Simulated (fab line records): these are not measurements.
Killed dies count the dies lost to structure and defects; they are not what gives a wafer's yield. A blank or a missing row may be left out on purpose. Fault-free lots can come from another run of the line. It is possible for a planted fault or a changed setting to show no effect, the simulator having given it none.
fab line records    flow nand_harc
record: lots: 13  wafers: 36  last_day: 32
route steps=1302 shown A_CHANNEL_FILL_D1@494 A_DECK1_JOINT@530 A_ONON_D2@546 END@1302
lots with no fault: from the same line, run without faults
start_h: hours from the record's first day to the start of the lot's first wafer shown    wait_h: how many hours have passed since the lot's step before this one    " as in the row above    L1.1+2: a row that stands for several wafers    - no value, or no start given    * or withheld: withheld    < > ~ a bound
route shown NAME@n: a module of which the file shows steps, and the number in the route of the first    usual: mean and standard deviation over wafers with no fault    same: alike in all rows    chamber/n: place in a boat    sites: readings site by site    _std_site: standard deviation across them    _edge_site: inner sites' mean taken away from outer sites' mean    radius_mm: how far each site lies from the wafer's centre    mask NAME#n: copy n    behind: the last tool/chamber to shape the wafer    hold: what put the lot on hold/how long, in hours/how the hold closed    device: transistor that didn't switch, given as n, p or np    end of line: tests run on the same wafers once the route is complete    for a step that has no rows: nothing shown but its recipe    killed: count of dies lost to structure and defects at first sort (not the wafer's yield)    map: a wafer's dies, x killed, . not, _ none there
set.NAME: the setting that was run; set.NAME@STEP: the one run at that earlier step    model.NAME: the simulator's own value behind a step, which no gauge read
the route's steps for a sample of lots (tables are steps, rows are wafers)
services: when a tool's chamber went out of use (start_h, in hours from the record's first day, below 0 if earlier), for how many hours, and the reason
== steps ==
step: NHARC_A_CHANNEL_FILL_D1_ALD_14
recipe: target_thk_a: 25  pulse_time_s: 10  ald_cycles: 25  temp_c: 300  material: SiO2
usual: heater_power_w: 487/51  precursor_pulse_height_rel: 0.999/0.02  susceptor_temp_C: 300.00/0.17
lot.wafer  tool       chamber  start_h  wait_h  heater_power_w  precursor_pulse_height_rel  susceptor_temp_C
L158.4     ald_hk-01  1        212.48   0.0     463             1.020                       -
L158.2     "          2        "        "       517             0.961                       -
L158.3     "          0        "        "       464             0.968                       -
L159.2     ald_hk-04  0        227.59   0.0     572             1.039                       299.75
L159.3     "          1        "        "       451             0.997                       300.06
L159.6     "          1        "        "       438             0.983                       300.17
L161.1     ald_hk-01  2        234.69   0.1     519             0.992                       300.16
L161.4     "          3        "        "       527             1.001                       300.03
L161.6     "          1        "        "       458             0.946                       300.23
L166.2     ald_hk-03  3        281.43   0.0     543             0.978                       299.77
L166.5     "          3        "        "       560             1.010                       300.40
L166.6     "          0        "        "       454             1.007                       299.84
L165.4     ald_hk-04  3        281.47   0.1     477             1.002                       300.09
L165.2     "          1        "        "       460             1.011                       299.79
L165.5     "          3        "        "       468             0.992                       300.10
L167.2     ald_hk-04  2        310.01   0.1     522             0.991                       300.13
L167.1     "          3        "        "       455             0.985                       299.88
L167.5     "          0        "        "       568             1.009                       300.12
L169.1     ald_hk-04  2        310.15   0.3     528             0.983                       300.28
L169.4     "          0        "        "       542             0.978                       299.76
L169.6     "          2        "        "       533             0.991                       299.94
L170.2     ald_hk-04  2        344.72   0.1     512             1.019                       299.94
L170.6     "          0        "        "       559             0.993                       300.16
L170.5     "          1        "        "       474             1.012                       300.08
L171.2     ald_hk-04  1        344.87   0.3     469             1.013                       300.20
L171.1     "          2        "        "       530             1.022                       299.70
L171.3     "          3        "        "       477             1.016                       299.88
L172.2     ald_hk-01  0        355.20   0.1     478             0.986                       299.74
L172.3     "          1        "        "       464             1.004                       299.60
L172.4     "          2        "        "       498             0.947                       299.97
L174.3     ald_hk-03  0        371.86   0.1     450             0.989                       300.11
L174.2     "          2        "        "       414             0.969                       299.81
L175.2     ald_hk-01  1        381.74   0.0     448             0.984                       300.20
L175.3     "          3        "        "       503             0.970                       299.62
L178.3     ald_hk-03  0        406.98   0.1     431             0.970                       300.05
L178.6     "          2        "        "       418             0.985                       300.07
step: NHARC_A_CHANNEL_FILL_D1_ALD_15
recipe: target_thk_a: 20  pulse_time_s: 60  ald_cycles: 19  temp_c: 630  pressure_torr: 2  material: SiNx
usual: precursor_pulse_height_rel: 1.002/0.018  susceptor_temp_C: 630.05/0.26
lot.wafer  tool              chamber  start_h  wait_h  precursor_pulse_height_rel  susceptor_temp_C
L158.2     ald_sin_batch-03  0        -        -       1.014                       629.88
L158.3     "                 0        "        "       0.999                       629.98
L158.4     "                 0        "        "       0.991                       629.88
L159.2     ald_sin_batch-01  0        -        -       1.027                       -
L159.3     "                 0        "        "       1.034                       -
L159.6     "                 0        "        "       0.987                       -
L161.1     ald_sin_batch-01  0        -        -       1.039                       629.83
L161.4     "                 0        "        "       0.989                       629.34
L161.6     "                 0        "        "       1.007                       629.77
L165.2     ald_sin_batch-01  0        -        -       1.023                       630.48
L165.4     "                 0        "        "       1.013                       630.06
L165.5     "                 0        "        "       1.013                       629.94
L166.2     ald_sin_batch-01  0        -        -       0.993                       630.25
L166.5     "                 0        "        "       0.995                       629.68
L166.6     "                 0        "        "       1.019                       630.08
L167.1     ald_sin_batch-02  0        -        -       1.006                       -
L167.2     "                 0        "        "       0.986                       -
L167.5     "                 0        "        "       1.016                       -
L169.1     ald_sin_batch-02  0        -        -       0.984                       -
L169.4     "                 0        "        "       1.039                       -
L169.6     "                 0        "        "       1.039                       -
L170.2     ald_sin_batch-02  0        -        -       0.975                       -
L170.5     "                 0        "        "       1.031                       -
L170.6     "                 0        "        "       0.986                       -
L171.1     ald_sin_batch-02  0        -        -       1.013                       -
L171.2     "                 0        "        "       1.042                       -
L171.3     "                 0        "        "       1.013                       -
L172.2     ald_sin_batch-02  0        -        -       1.026                       630.16
L172.3     "                 0        "        "       0.974                       630.00
L172.4     "                 0        "        "       1.004                       630.04
L174.2     ald_sin_batch-03  0        -        -       1.014                       -
L174.3     "                 0        "        "       1.014                       -
L175.2     ald_sin_batch-01  0        -        -       1.013                       -
L175.3     "                 0        "        "       1.009                       -
L178.3     ald_sin_batch-01  0        -        -       1.021                       630.01
L178.6     "                 0        "        "       1.018                       630.11
step: NHARC_A_DECK1_JOINT_ETCHBACK_00
recipe: target_depth_a: 300  time_s: 17.4  hbr_flow_sccm: 150  rf_w: 350  icp_w: 350  bias_w: 60  chemistry: HBr
usual: chamber_pressure_mTorr: 14.999/0.014  drypump_motor_current_A: 5.8/0.55  oes_product_au: 1.001/0.01  run_length_s: 38.7/0.48  throttle_valve_pct: 23.266/0.0089
lot.wafer  tool       chamber  start_h  wait_h  chamber_pressure_mTorr  drypump_motor_current_A  oes_product_au  rf_hours_counter_h  run_length_s  throttle_valve_pct
L158.4     rie_si-06  0        268.06   0.1     15.026                  6.2                      0.989           0.1                 39.6          23.266
L158.3     "          1        "        "       15.004                  4.9                      0.998           0.1                 37.9          23.269
L158.2     "          3        "        "       14.992                  6.6                      1.022           0.1                 38.9          23.259
L159.2     rie_si-06  0        277.02   0.1     15.014                  6.2                      1.006           0.1                 39.5          23.273
L159.3     "          1        "        "       15.012                  4.9                      0.995           0.1                 38.2          23.261
L159.6     "          1        "        "       14.989                  4.9                      0.991           -                   38.0          23.280
L161.4     rie_si-01  1        289.41   0.1     14.985                  5.3                      1.003           0.5                 38.9          23.268
L161.1     "          2        "        "       14.989                  6.0                      1.000           0.4                 38.3          23.259
L161.6     "          1        "        "       15.002                  5.3                      1.007           -                   38.8          23.259
L166.2     rie_si-05  2        334.25   0.1     14.995                  5.9                      0.996           0.1                 38.6          23.265
L166.6     "          1        "        "       15.001                  5.2                      0.996           -                   38.7          23.255
L166.5     "          2        "        "       15.001                  5.9                      1.004           -                   38.3          23.267
L165.4     rie_si-06  2        338.12   0.1     15.022                  6.3                      1.008           0.3                 38.1          23.267
L165.2     "          1        "        "       14.971                  4.9                      0.997           0.5                 37.8          23.260
L165.5     "          2        "        "       14.996                  6.2                      0.994           -                   38.8          23.268
L169.1     rie_si-06  1        362.93   0.1     14.996                  4.9                      1.000           0.7                 38.5          23.268
L169.4     "          0        "        "       15.003                  6.2                      0.987           0.7                 39.8          23.270
L169.6     "          1        "        "       15.013                  4.8                      0.997           -                   38.0          23.258
L167.1     rie_si-01  1        362.94   0.1     14.993                  5.3                      1.012           0.8                 38.6          23.268
L167.2     "          2        "        "       15.004                  6.0                      1.013           0.8                 38.5          23.260
L167.5     "          0        "        "       15.005                  6.2                      1.010           -                   39.2          23.272
L171.3     rie_si-05  1        396.25   0.1     14.983                  5.2                      0.996           0.6                 38.4          23.268
L171.1     "          2        "        "       14.999                  5.9                      0.998           0.5                 38.6          23.273
L171.2     "          0        "        "       14.973                  5.6                      0.995           0.7                 38.7          23.283
L170.2     rie_si-06  0        396.29   0.1     15.013                  6.2                      1.003           1.0                 39.4          23.280
L170.5     "          2        "        "       14.974                  6.2                      0.993           -                   38.3          23.270
L170.6     "          3        "        "       15.013                  6.6                      1.015           -                   39.0          23.256
L172.2     rie_si-05  2        409.61   0.1     14.993                  5.9                      0.998           0.7                 38.3          23.250
L172.3     "          0        "        "       14.989                  5.6                      1.005           0.7                 38.6          23.257
L172.4     "          1        "        "       15.008                  5.2                      1.012           0.7                 38.7          23.279
L174.3     rie_si-05  0        426.80   0.1     14.976                  5.6                      1.013           0.9                 33.1          23.258
L174.2     "          3        "        "       14.996                  5.4                      0.988           0.9                 33.0          23.268
L175.3     rie_si-05  0        431.24   0.1     15.006                  5.6                      1.004           0.9                 33.4          23.262
L175.2     "          1        "        "       15.016                  5.2                      1.011           0.8                 33.7          23.274
L178.3     rie_si-05  0        461.06   0.1     15.011                  5.6                      0.989           1.1                 32.9          23.253
L178.6     "          3        "        "       14.966                  5.4                      0.993           -                   38.4          23.264
step: NHARC_A_ONON_D2_THK_MEAS_02
recipe: thk_meas_gauge: ellipsometry
usual: thk_nm: 998/9.4
lot.wafer  tool           chamber  start_h  wait_h  thk_nm
L158.2     film_metro-01  -        291.13   -       1004
L158.3     "              -        "        "       1006
L158.4     "              -        "        "       1004
L159.2     film_metro-02  -        302.77   -       995
L159.3     "              -        "        "       994
L159.6     "              -        "        "       995
L161.1     film_metro-02  -        315.93   -       999
L161.4     "              -        "        "       998
L161.6     "              -        "        "       1000
L166.2     film_metro-01  -        360.64   -       1012
L166.5     "              -        "        "       1013
L166.6     "              -        "        "       1013
L165.2     film_metro-02  -        360.65   -       996
L165.4     "              -        "        "       998
L165.5     "              -        "        "       996
L169.1     film_metro-01  -        385.68   -       996
L169.4     "              -        "        "       993
L169.6     "              -        "        "       993
L167.1     film_metro-01  -        385.69   -       990
L167.2     "              -        "        "       991
L167.5     "              -        "        "       989
L171.1     film_metro-01  -        425.55   -       972
L171.2     "              -        "        "       973
L171.3     "              -        "        "       971
L170.2     film_metro-02  -        425.60   -       999
L170.5     "              -        "        "       999
L170.6     "              -        "        "       999
L172.2     film_metro-02  -        434.54   -       1005
L172.3     "              -        "        "       1006
L172.4     "              -        "        "       1005
L174.2     film_metro-01  -        455.76   -       1000
L174.3     "              -        "        "       1000
L175.2     film_metro-02  -        458.20   -       988
L175.3     "              -        "        "       987
L178.3     film_metro-01  -        488.14   -       1002
L178.6     "              -        "        "       1003
step: NHARC_END_SORT_01
recipe: temp_c: 25
usual: killed_at_array: 58/20  killed_at_other: 0.8/1  killed_at_periphery: 4.6/2.8  killed_dies: 63/19  killed_open: 3.4/2  killed_short: 2.4/1.8
same: gross_dies: 677
lot.wafer  tool       chamber  start_h  wait_h  killed_at_array  killed_at_other  killed_at_periphery  killed_dies  killed_open  killed_short
L174.2     prober-01  0        762.27   2.8     60               0                4                    64           3            2
L178.3     prober-02  0        776.75   3.1     40               0                7                    47           1            2
killed by level:class
L174.2 A_SLIT:chamber_film_flake=36 A_CHANNEL_HOLE_D1:chamber_film_flake=10 A_CONTACT:chamber_film_flake=7 A_WL_FILL:chamber_film_flake=2 P_GATE:geometric_particle:open=1 A_ONON_D1:geometric_particle:open=1 A_ONON_D1:geometric_particle:short=1 A_CHANNEL_HOLE_D1:geometric_particle:short=1
L178.3 A_CHANNEL_HOLE_D2:chamber_film_flake=18 A_CONTACT:chamber_film_flake=6 P_GATE:chamber_film_flake=5 A_SLIT:chamber_film_flake=4 A_CHANNEL_HOLE_D1:chamber_film_flake=3 A_BONDPAD:chamber_film_flake=3 P_M1:chamber_film_flake=2 A_ONON_D2:geometric_particle:short=1
== services ==
tool              chamber  start_h  hours  kind
rie_si-01         -        193.00   9.0    pm
rie_si-06         -        198.63   0.1    repair
rie_si-06         1        204.89   17.8   repair
ald_hk-03         -        213.35   10.0   pm
rie_si-06         -        249.00   9.0    pm
ald_hk-04         0        257.58   10.0   vent_cycle
rie_si-01         3        261.73   7.1    repair
ald_sin_batch-02  -        266.00   26.0   pm
ald_hk-04         0        267.58   -      clean
ald_hk-04         1        267.58   -      clean
rie_si-06         2        274.64   15.0   repair
rie_si-01         1        294.59   1.0    repair
rie_si-01         3        294.73   1.0    repair
ald_hk-01         -        300.62   10.0   pm
rie_si-05         -        305.00   9.0    pm
rie_si-06         2        309.66   5.1    repair
rie_si-01         -        336.72   0.1    repair
rie_si-06         1        355.20   1.2    repair
rie_si-01         -        370.00   9.0    pm
ald_hk-03         -        391.35   10.0   pm
rie_si-06         -        426.00   9.0    pm
ald_hk-04         -        435.58   10.0   pm
rie_si-06         3        445.80   1.5    repair
rie_si-01         1        449.30   3.2    repair
== key ==
first_sign: step: NHARC_A_DECK1_JOINT_ETCHBACK_00  reading: run_length_s  direction: down  sigmas: 11  usual: *  struck: *
effect none on later readings
met_at NHARC_A_DECK1_JOINT_ETCHBACK_00
struck_lots L174,L175,L178
struck_wafers L174.2,L174.3,L175.2,L175.3,L178.3
tester_left_out L174,L175,L178
not_acting_at NHARC_A_CHANNEL_FILL_D1_ALD_14,NHARC_A_CHANNEL_FILL_D1_ALD_15,NHARC_A_ONON_D2_THK_MEAS_02
onset_between 409.61 426.80
fault: kind: process_parameter_drift  tool: rie_si-05  chamber: -  onset_h: 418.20  steps: NHARC_A_DECK1_JOINT_ETCHBACK_00  channel: time_s  offset: *  shape: step  end_h: 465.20  scope: struck_wafers_only  acts_in: *  stated: *
tester_left_out: of these lots the tester's yield and bins aren't shown, on N5 and GAA mostly nor the transistor test; their killed dies are dies lost to structure and defects alone, not to doping, threshold or leakage, so they don't give the yield
